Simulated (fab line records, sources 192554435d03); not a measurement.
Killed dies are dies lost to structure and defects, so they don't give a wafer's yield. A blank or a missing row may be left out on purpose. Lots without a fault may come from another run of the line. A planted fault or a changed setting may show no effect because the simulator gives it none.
Split-lot experiment | flow n5_finfet | 7 lots, 39 wafers read, on a route of 1938 steps

THE SPLIT
At N5_DUMMY_GATE_ETCH_32 (etches SiO2 in CF4, target depth 3.5 nm, time 3.9 s), the setting time_s was moved away from the recipe's 3.9 s on 15 of the 39 wafers read, by -13.8% to +12.6%. The other wafers ran this setting at the recipe's value.

The reading is taken at the split's own step.

THE READING
etch.depth_nm (the simulator's own value, which no gauge read), in nm, at N5_DUMMY_GATE_ETCH_32 (etches SiO2 in CF4, target depth 3.5 nm, time 3.9 s). The file gives no usual value for it. The 24 wafers here that ran the recipe average 3.473 nm, standard deviation 0.062 nm.

wafer  | tool, chamber at the split | time_s as run, s | against the recipe | etch.depth_nm, nm | against lot-mates on the recipe
L075.1 | rie_si-02, 1               | 3.9              | recipe             | 3.438             | -
L075.3 | rie_si-02, 0               | 3.9              | recipe             | 3.416             | -
L075.4 | rie_si-02, 3               | 3.9              | recipe             | 3.509             | -
L076.1 | rie_si-03, 2               | 3.9              | recipe             | 3.556             | -
L076.2 | rie_si-03, 1               | 3.9              | recipe             | 3.39              | -
L076.3 | rie_si-03, 0               | 3.9              | recipe             | 3.531             | -
L076.4 | rie_si-03, 3               | 3.9              | recipe             | 3.495             | -
L076.5 | rie_si-03, 1               | 3.9              | recipe             | 3.412             | -
L076.6 | rie_si-03, 0               | 3.9              | recipe             | 3.5               | -
L078.1 | rie_si-02, 0               | 3.427            | -12.1%             | 3.006             | -0.451
L078.2 | rie_si-02, 1               | 3.9              | recipe             | 3.448             | -
L078.3 | rie_si-02, 2               | 3.427            | -12.1%             | 3.009             | -0.448
L078.4 | rie_si-02, 3               | 3.9              | recipe             | 3.502             | -
L078.5 | rie_si-02, 2               | 3.9              | recipe             | 3.421             | -
L078.6 | rie_si-02, 3               | 3.427            | -12.1%             | 3.118             | -0.339
L086.1 | rie_si-01, 2               | 4.39             | +12.6%             | 3.898             | +0.411
L086.2 | rie_si-01, 1               | 4.39             | +12.6%             | 3.803             | +0.316
L086.3 | rie_si-01, 3               | 3.9              | recipe             | 3.527             | -
L086.4 | rie_si-01, 0               | 3.9              | recipe             | 3.469             | -
L086.5 | rie_si-01, 2               | 3.9              | recipe             | 3.466             | -
L086.6 | rie_si-01, 3               | 4.39             | +12.6%             | 4.014             | +0.527
L089.1 | rie_si-03, 3               | 4.252            | +9.0%              | 3.772             | +0.287
L089.2 | rie_si-03, 2               | 3.9              | recipe             | 3.563             | -
L089.3 | rie_si-03, 0               | 3.9              | recipe             | 3.501             | -
L089.4 | rie_si-03, 1               | 3.9              | recipe             | 3.391             | -
L089.5 | rie_si-03, 2               | 4.252            | +9.0%              | 3.899             | +0.414
L089.6 | rie_si-03, 3               | 4.252            | +9.0%              | 3.78              | +0.295
L090.1 | rie_si-03, 3               | 3.9              | recipe             | 3.433             | -
L090.2 | rie_si-03, 0               | 4.321            | +10.8%             | 3.825             | +0.378
L090.3 | rie_si-03, 2               | 3.9              | recipe             | 3.547             | -
L090.4 | rie_si-03, 1               | 3.9              | recipe             | 3.362             | -
L090.5 | rie_si-03, 0               | 4.321            | +10.8%             | 3.864             | +0.417
L090.6 | rie_si-03, 3               | 4.321            | +10.8%             | 3.812             | +0.365
L093.1 | rie_si-02, 2               | 3.36             | -13.8%             | 2.946             | -0.549
L093.2 | rie_si-02, 1               | 3.36             | -13.8%             | 3.018             | -0.477
L093.3 | rie_si-02, 3               | 3.36             | -13.8%             | 3.07              | -0.425
L093.4 | rie_si-02, 1               | 3.9              | recipe             | 3.508             | -
L093.5 | rie_si-02, 3               | 3.9              | recipe             | 3.591             | -
L093.6 | rie_si-02, 2               | 3.9              | recipe             | 3.387             | -

THE FIT
A straight line over all 39 wafers: etch.depth_nm changes by +0.0346 nm for each +1% of time_s; r = +0.97; the points scatter about the line by 0.063 nm.
The same after taking each lot's own level away (the mean of its wafers on the recipe; 39 wafers): +0.0347 nm for each +1%; r = +0.97; scatter 0.061 nm.
On that fit, the largest move of time_s shifts the reading by 0.48 nm.
The lots' own levels span 3.4473 to 3.4953 nm, that is 0.8 times the standard deviation above.
So the lot-to-lot level changes the slope little: the two slopes agree.
Check: with one of the wafers moved furthest among these (-13.8%) left out of the fit, the line predicts -0.469 nm for it against its lot-mates. It came out at -0.549 nm against them.

OTHER SPLITS ON THESE WAFERS
These wafers also went through other splits before the reading. Each is held against what the fit with the lots' levels taken away leaves over:
other split on the same wafers       | wafers away from the commonest value | r with etch.depth_nm (lot level and that fit taken away)
N5_WELL_APT_EXPOSE_05 dose_mj        | 15                                   | +0.28
N5_DUMMY_GATE_EXPOSE_12 dose_mj      | 12                                   | -0.21
N5_DUMMY_GATE_ETCH_31 target_depth_a | 18                                   | -0.04

THE FILE'S OWN FIT
etch.depth_nm changes by +0.0347 nm for each +1% of time_s, r = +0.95.
